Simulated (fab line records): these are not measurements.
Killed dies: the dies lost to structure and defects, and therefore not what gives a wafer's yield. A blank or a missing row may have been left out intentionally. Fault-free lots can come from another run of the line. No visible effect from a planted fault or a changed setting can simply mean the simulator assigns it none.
Matching of chambers	flow n5Finfet	pecvd-03 running N5_BEOL_M1_DEP_57: 3 sister chambers
The step deposits SiCN from 3MS/NH3, target thk 8 nm, time 14 s. 6 wafers are shown with their chamber, then 10 later ones without.

WAFERS PAIRED WITH THEIR CHAMBERS
wafer	chamber	throttleValvePct (%)	showerheadPlenumPTorr (Torr)
L081.6	0	8.5	3.672
L082.1	1	9.1	3.657
L082.3	2	8.6	3.664
L082.4	1	9.4	3.653
L087.3	0	8.7	3.651
L087.5	2	8.3	3.656

WAFERS WHOSE CHAMBER IS MISSING
wafer	throttleValvePct (%)	showerheadPlenumPTorr (Torr)
L087.6	9.0	3.659
L088.1	9.4	3.656
L088.5	9.2	3.653
L088.6	8.3	3.645
L090.2	9.1	3.661
L090.4	8.3	3.654
L090.5	8.7	3.667
L093.1	8.5	3.657
L093.3	8.2	3.651
L093.4	8.7	3.662

WHICH CHAMBER EACH WENT THROUGH
wafer	from the rows above	in truth
L087.6	can't be placed: 1 or 0 or 2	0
L088.1	1	1
L088.5	1	1
L088.6	can't be placed: 2 or 0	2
L090.2	can't be placed: 1 or 0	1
L090.4	can't be placed: 2 or 0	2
L090.5	can't be placed: 0 or 2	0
L093.1	can't be placed: 2 or 0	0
L093.3	can't be placed: 2 or 0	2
L093.4	can't be placed: 0 or 2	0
2 of 10 placed correctly. Cannot be placed on the basis of these rows: 8; the candidates contain the true chamber in 8. Wrongly placed: 0.
How it was worked out, from the rows above alone: a wafer's distance from a chamber is the root of the sum, over the readings, of the square of ((its reading less the chamber's mean) divided by the reading's scatter). If the next closest chamber is less than 2 further off than the closest, the wafer can't be placed; otherwise it belongs to the closest. Each chamber's mean is taken over the wafers shown for it. The scatter: take each reading less its chamber's mean, square it, sum over the shown wafers, divide by the number of wafers less the number of chambers, and take the root.
